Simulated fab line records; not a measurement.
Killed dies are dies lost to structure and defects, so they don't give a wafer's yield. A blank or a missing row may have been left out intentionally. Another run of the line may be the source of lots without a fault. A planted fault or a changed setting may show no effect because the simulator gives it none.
fab line records	flow nandHarc
record lots=14	wafers=41	lastDay=29
route steps=1159 shown P_CONTACT@217 END@1159
lots with no fault: from the same line, run without faults
startH: hours from the record's first day to the start of the lot's first wafer shown	waitH: time in hours since the lot's previous step	" as in the row above	L1.1+2: a row that stands for several wafers	- no value, or no start was given	* or withheld: withheld	< > ~ a bound
route shown NAME@n: a module of which the file shows steps, and the number in the route of the first	usual: mean and standard deviation over wafers with no fault	same: alike in all rows	chamber/n: place in a boat	sites: per-site readings	_std_site: the standard deviation of these	_edge_site: the outer-site mean with the inner-site mean subtracted	radiusMm: for every site, how far away it sits from the centre of the wafer	mask NAME#n: copy n	behind: the most recent tool/chamber to have shaped the wafer	hold: reason for holding the lot/hours on hold/outcome of the hold	device: whichever transistor did not switch (one of n, p or np)	end of line: the route-end tests of the same wafers	a step without rows: its recipe alone	killed: the dies lost at the first sort to structure and to defects; this is not the yield of the wafer	map: a wafer's dies, marking killed ones x, the rest . and places with no die _
set.NAME: the setting as run; set.NAME@STEP: as run at that earlier step	model.NAME: the simulator's own value behind a step, which no gauge read
one table for each step of the route and one row for each wafer, over a sample of lots
services: from which hour (startH, from the record's first day; less than 0 if before it) a tool's chamber was out of use, for how many hours, and why
## steps
# step NHARC_P_CONTACT_DEP_30
# recipe targetThkA=300	tempC=400	targetThkNm=30	flowSccm=200	rfW=450	material=SiNx
# usual heaterPowerW=746/69
lot.wafer	tool	chamber	startH	waitH	heaterPowerW	sinceWetCleanH
L317.1	pecvd-01	1	167.07	0.1	717	98
L317.2	"	2	"	"	856	98
L317.5	"	2	"	"	836	-
L319.1	pecvd-03	0	167.26	0.1	750	43
L319.4	"	0	"	"	763	-
L319.6	"	1	"	"	756	-
L318.2	pecvd-01	1	168.28	0.1	667	99
L318.1	"	2	"	"	792	99
L318.6	"	0	"	"	699	-
L316.1	pecvd-01	1	173.41	0.1	708	104
L316.5	"	0	"	"	672	-
L316.6	"	2	"	"	834	-
L320.1	pecvd-03	1	173.85	0.1	679	50
L320.3	"	2	"	"	744	50
L320.6	"	0	"	"	883	-
L323.2	pecvd-03	1	179.27	0.1	666	55
L323.3	"	2	"	"	741	55
L323.6	"	2	"	"	726	-
L322.6	pecvd-01	1	180.70	0.2	721	-
L322.4	"	2	"	"	797	-
L322.5	"	0	"	"	675	-
L321.6	pecvd-03	2	181.22	0.2	731	-
L321.4	"	0	"	"	863	-
L321.5	"	1	"	"	725	-
L324.2	pecvd-03	2	185.29	0.1	750	61
L324.1	"	0	"	"	888	61
L324.5	"	2	"	"	734	-
L327.1	pecvd-01	0	193.89	0.1	704	125
L327.6	"	0	"	"	705	-
L329.2	pecvd-01	1	194.91	0.1	689	126
L329.1	"	2	"	"	927	126
L329.6	"	2	"	"	936	-
L334.2	pecvd-02	1	209.50	0.1	764	43
L334.1	"	0	"	"	733	44
L334.6	"	2	"	"	782	-
L336.1	pecvd-01	2	226.32	0.1	844	157
L336.3	"	1	"	"	704	157
L336.6	"	2	"	"	836	-
L338.1	pecvd-03	1	240.07	0.1	702	116
L338.5	"	2	"	"	696	-
L338.4	"	0	"	"	778	-
# step NHARC_P_CONTACT_CMP_01
# recipe targetThkNm=200	material=SiO2
# usual edgeZonePressureFrac=1.000/0.0047	motorCurrentA=12.1/1.4
lot.wafer	tool	chamber	startH	waitH	edgeZonePressureFrac	motorCurrentA
L317.1	cmp-03	1	167.76	-	1.000	11.1
L317.2	"	3	"	"	1.008	15.0
L317.5	"	0	"	"	1.002	9.8
L319.4	cmp-04	1	167.99	-	1.007	11.4
L319.1	"	2	"	"	1.004	13.4
L319.6	"	0	"	"	0.994	11.5
L318.2	cmp-03	0	169.04	-	0.999	9.8
L318.1	"	3	"	"	0.997	14.6
L318.6	"	1	"	"	1.003	10.8
L316.1	cmp-04	1	174.14	-	0.998	11.5
L316.5	"	3	"	"	1.002	12.2
L316.6	"	0	"	"	1.002	11.9
L320.1	cmp-01	3	174.59	-	0.998	13.0
L320.3	"	0	"	"	0.998	12.5
L320.6	"	2	"	"	1.000	11.4
L323.2	cmp-04	3	180.03	-	0.996	13.1
L323.3	"	0	"	"	1.001	11.2
L323.6	"	1	"	"	1.001	12.2
L322.4	cmp-03	1	181.35	-	1.003	10.6
L322.6	"	3	"	"	1.004	14.5
L322.5	"	0	"	"	1.002	9.7
L321.4	cmp-03	0	181.86	-	1.003	9.2
L321.5	"	2	"	"	0.996	11.1
L321.6	"	3	"	"	1.005	15.0
L324.1	cmp-04	3	185.99	-	0.998	11.7
L324.2	"	1	"	"	1.006	12.3
L324.5	"	3	"	"	0.996	12.3
L327.1	cmp-04	0	194.61	-	1.004	11.4
L327.6	"	3	"	"	0.997	11.6
L329.2	cmp-04	1	195.58	-	1.001	12.3
L329.1	"	0	"	"	1.002	11.4
L329.6	"	2	"	"	1.005	12.8
L334.1	cmp-01	0	210.21	-	0.997	11.7
L334.2	"	3	"	"	1.011	13.3
L334.6	"	0	"	"	1.000	12.1
L336.3	cmp-04	3	227.03	-	1.009	12.5
L336.1	"	2	"	"	0.995	12.3
L336.6	"	3	"	"	0.999	13.0
L338.1	cmp-01	2	240.73	-	0.993	11.5
L338.4	"	0	"	"	0.992	12.6
L338.5	"	2	"	"	0.991	11.0
# step NHARC_P_CONTACT_ETCH_31
# recipe targetDepthA=300	timeS=85.7	ionEnergyEv=120	overEtchFrac=1	ch3fFlowSccm=50	o2FlowSccm=30	arFlowSccm=200	rfW=500	biasW=100	chemistry=CH3F/O2
# usual drypumpMotorCurrentA=5.8/0.37	oesProductAu=0.982/0.01	rfVppV=244.8/1.7	showerheadPlenumPTorr=2.49/0.11	throttleValvePct=20.665/0.0096
lot.wafer	tool	chamber	startH	waitH	drypumpMotorCurrentA	oesProductAu	rfHoursCounterH	rfVppV	showerheadPlenumPTorr	throttleValvePct
L317.1	rieDiel-01	1	169.53	-	6.4	0.967	3	242.6	2.37	20.669
L317.2	"	3	"	"	5.7	0.980	4	243.5	2.45	20.676
L317.5	"	1	"	"	6.4	0.969	-	243.5	2.37	20.672
L319.1	rieDiel-12	2	169.73	-	5.3	0.992	12	242.3	2.37	20.654
L319.4	"	0	"	"	5.4	0.995	15	243.3	2.40	20.675
L319.6	"	3	"	"	5.9	0.971	-	246.7	2.64	20.657
L318.2	rieDiel-12	2	170.81	-	5.3	0.986	13	244.1	2.37	20.657
L318.1	"	0	"	"	5.4	0.988	15	243.8	2.40	20.655
L318.6	"	1	"	"	6.4	0.984	-	244.8	2.52	20.668
L316.1	rieDiel-12	0	175.86	-	5.4	0.992	16	243.0	2.40	20.661
L316.6	"	3	"	"	5.9	0.980	-	246.8	2.64	20.672
L316.5	"	0	"	"	5.4	0.984	-	242.8	2.40	20.655
L320.3	rieDiel-01	3	176.45	-	5.8	0.986	5	245.5	2.45	20.670
L320.1	"	2	"	"	6.0	0.996	4	245.4	2.61	20.671
L320.6	"	3	"	"	5.7	0.988	-	246.1	2.45	20.667
L323.3	rieDiel-01	0	181.90	-	6.0	0.981	5	245.4	2.51	20.649
L323.2	"	3	"	"	5.7	0.984	5	244.4	2.45	20.651
L323.6	"	0	"	"	6.0	0.987	-	245.7	2.51	20.668
L322.4	rieDiel-12	3	183.27	-	5.9	0.989	15	247.2	2.64	20.670
L322.6	"	2	"	"	5.3	0.996	-	243.3	2.37	20.667
L322.5	"	3	"	"	5.9	0.985	-	248.5	2.64	20.665
L321.4	rieDiel-12	2	183.65	-	5.3	0.993	15	243.9	2.37	20.653
L321.6	"	2	"	"	5.3	0.984	-	244.4	2.37	20.656
L321.5	"	3	"	"	5.9	0.976	-	247.4	2.64	20.650
L324.2	rieDiel-12	2	187.73	-	5.3	0.994	15	242.7	2.37	20.664
L324.1	"	1	"	"	6.3	0.977	19	246.3	2.52	20.661
L324.5	"	3	"	"	5.9	0.978	-	246.9	2.64	20.666
L327.1	rieDiel-12	0	196.32	-	5.4	0.999	19	243.1	2.40	20.653
L327.6	"	2	"	"	5.4	0.641	-	243.0	2.37	20.680
L329.2	rieDiel-12	2	197.36	-	5.3	0.973	18	241.2	2.37	20.668
L329.1	"	3	"	"	5.9	0.976	18	246.0	2.64	20.664
L329.6	"	2	"	"	5.3	0.627	-	243.1	2.37	20.680
L334.2	rieDiel-01	2	211.86	-	6.0	0.986	9	246.4	2.61	20.660
L334.1	"	3	"	"	5.7	0.975	10	243.3	2.44	20.678
L334.6	"	1	"	"	6.4	0.959	-	242.6	2.36	20.673
L336.1	rieDiel-01	3	228.68	-	5.7	0.958	11	244.0	2.44	20.657
L336.3	"	0	"	"	6.0	0.977	11	245.7	2.51	20.662
L336.6	"	2	"	"	6.0	0.979	-	246.5	2.61	20.669
L338.4	rieDiel-11	3	242.46	-	5.3	0.968	9	245.3	2.52	20.661
L338.1	"	2	"	"	5.9	0.945	8	241.6	2.32	20.675
L338.5	"	0	"	"	6.1	0.987	-	245.3	2.66	20.638
# step NHARC_P_CONTACT_INSPECT_27
# usual rawDefectCount=275/90
lot.wafer	tool	chamber	startH	waitH	rawDefectCount
L317.1	defectInspect-01	-	173.95	0.1	191
L317.2	"	-	"	"	528
L317.5	"	-	"	"	173
L319.1	defectInspect-01	-	174.50	0.1	261
L319.4	"	-	"	"	394
L319.6	"	-	"	"	300
L318.1	defectInspect-01	-	175.01	0.1	195
L318.2	"	-	"	"	244
L318.6	"	-	"	"	266
L316.1	defectInspect-01	-	178.20	0.1	197
L316.5	"	-	"	"	192
L316.6	"	-	"	"	162
L320.1	defectInspect-01	-	178.89	0.1	314
L320.3	"	-	"	"	187
L320.6	"	-	"	"	420
L323.2	defectInspect-01	-	187.88	0.1	256
L323.3	"	-	"	"	250
L323.6	"	-	"	"	169
L322.4	defectInspect-02	-	189.17	0.1	260
L322.5	"	-	"	"	303
L322.6	"	-	"	"	324
L321.4	defectInspect-01	-	189.29	0.1	102
L321.5	"	-	"	"	255
L321.6	"	-	"	"	222
L324.1	defectInspect-02	-	194.11	0.1	185
L324.2	"	-	"	"	194
L324.5	"	-	"	"	205
L327.1	defectInspect-02	-	200.12	0.1	215
L327.6	"	-	"	"	169
L329.1	defectInspect-02	-	201.07	0.1	203
L329.2	"	-	"	"	160
L329.6	"	-	"	"	154
L334.1	defectInspect-02	-	216.52	0.1	385
L334.2	"	-	"	"	267
L334.6	"	-	"	"	258
L336.1	defectInspect-02	-	231.02	0.1	313
L336.3	"	-	"	"	408
L336.6	"	-	"	"	413
L338.1	defectInspect-02	-	246.75	0.1	191
L338.4	"	-	"	"	199
L338.5	"	-	"	"	231
# step NHARC_END_SORT_01
# recipe tempC=25
# usual killedAtArray=29/11	killedAtOther=0.5/0.85	killedAtPeriphery=3.0/2.3	killedDies=33/12	killedOpen=3.3/1.9	killedShort=2.0/1.5
# same grossDies=677
lot.wafer	tool	chamber	startH	waitH	killedAtArray	killedAtOther	killedAtPeriphery	killedDies	killedOpen	killedShort
L329.1	prober-02	0	615.30	2.5	52	0	7	59	4	3
L329.2	prober-02	0	616.10	2.8	40	3	8	51	4	2
L329.6	prober-02	0	619.30	4.0	53	4	367	424	5	1
L327.1	prober-02	0	623.10	2.5	16	0	2	18	2	3
L327.6	prober-02	0	627.15	4.0	25	0	438	463	3	2
# killed by level:class
L329.1 A_CHANNEL_HOLE_D1:chamberFilmFlake=20 A_SLIT:chamberFilmFlake=20 A_CONTACT:chamberFilmFlake=7 P_ZERO_WELL:chamberFilmFlake=3 A_CHANNEL_FILL_D1:geometricParticle:short=2 P_GATE:geometricParticle:open=1 P_CONTACT:geometricParticle:open=1 P_BONDPAD:geometricParticle:short=1
L329.2 A_CHANNEL_HOLE_D1:chamberFilmFlake=17 A_SLIT:chamberFilmFlake=14 P_STI:chamberFilmFlake=6 A_CONTACT:chamberFilmFlake=3 THIN_TSV:chamberFilmFlake=3 P_CONTACT:geometricParticle:open=1 P_M1:geometricParticle:open=1 A_CHANNEL_FILL_D1:geometricParticle:short=1
L329.6 P_CONTACT:areaEtch=361 A_SLIT:chamberFilmFlake=19 A_CHANNEL_HOLE_D1:chamberFilmFlake=18 A_CONTACT:chamberFilmFlake=5 P_STI:chamberFilmFlake=4 THIN_TSV:chamberFilmFlake=4 A_STAIRCASE:chamberFilmFlake=3 A_CHANNEL_FILL_D1:chamberFilmFlake=2
L327.1 A_STAIRCASE:chamberFilmFlake=5 A_CONTACT:chamberFilmFlake=5 A_CHANNEL_HOLE_D1:chamberFilmFlake=2 P_GATE:geometricParticle:short=1 A_ONON_D1:geometricParticle:open=1 A_CHANNEL_HOLE_D1:geometricParticle:short=1 A_CHANNEL_FILL_D1:geometricParticle:open=1 A_SGD_CUT:geometricParticle:short=1
L327.6 P_CONTACT:areaEtch=436 A_STAIRCASE:chamberFilmFlake=9 A_CONTACT:chamberFilmFlake=5 P_CONTACT:geometricParticle:open=2 A_SGD_CUT:geometricParticle:short=2 A_CHANNEL_HOLE_D1:chamberFilmFlake=2 A_SLIT:chamberFilmFlake=2 A_ONON_D1:geometricParticle:open=1
## services
tool	chamber	startH	hours	kind
cmp-01	-	143.51	2.5	repair
pecvd-02	-	153.05	13.0	pm
rieDiel-12	3	153.24	9.1	repair
pecvd-03	-	153.61	2.5	repair
cmp-03	-	156.00	4.0	pm
rieDiel-11	3	160.17	39.0	repair
cmp-03	-	163.08	0.5	repair
rieDiel-01	2	166.91	5.6	repair
rieDiel-01	1	173.41	8.6	repair
rieDiel-11	0	178.67	3.2	repair
cmp-01	-	179.50	4.0	pm
pecvd-02	-	184.09	1.5	repair
rieDiel-11	-	189.51	9.0	pm
pecvd-03	-	195.77	0.9	repair
cmp-04	-	197.70	0.6	repair
rieDiel-12	-	202.44	9.0	pm
cmp-04	-	203.14	4.0	pm
cmp-03	-	205.52	5.8	repair
pecvd-03	-	211.72	1.0	repair
rieDiel-11	1	212.34	12.9	repair
rieDiel-01	2	215.67	2.9	repair
cmp-03	-	224.99	0.2	repair
pecvd-01	-	237.16	13.0	pm
rieDiel-01	1	241.90	7.6	repair
## key
firstSign step=NHARC_P_CONTACT_ETCH_31	reading=oesProductAu	direction=down	sigmas=34	usual=0.982	struck=0.634
effect step=NHARC_END_SORT_01	reading=killedAtPeriphery	direction=up	sigmas=99+	usual=3.0	struck=402.5
moreKillsBornAt NHARC_P_CONTACT_ETCH_31@rieDiel-12=797
metAt NHARC_P_CONTACT_ETCH_31
struckLots L327,L329
struckWafers L327.6,L329.6
laterRowsLeftOut L327.6,L329.6
testerLeftOut L327,L329
notActingAt NHARC_P_CONTACT_DEP_30,NHARC_P_CONTACT_CMP_01,NHARC_P_CONTACT_INSPECT_27
onsetBetween 187.73 196.32
fault kind=processParameterDrift	tool=rieDiel-12	chamber=-	onsetH=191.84	steps=NHARC_P_CONTACT_ETCH_31	channel=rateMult	offset=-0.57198	shape=step	endH=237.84	scope=struckWafersOnly
# testerLeftOut: of these lots the tester's yield and bins aren't shown, on N5 and GAA mostly nor the transistor test; their killed dies are dies lost to structure and defects alone, not to doping, threshold or leakage, so they don't give the yield
# laterRowsLeftOut: the simulator's readings of these wafers behind a module that went badly wrong aren't trusted and aren't shown, but for the sort
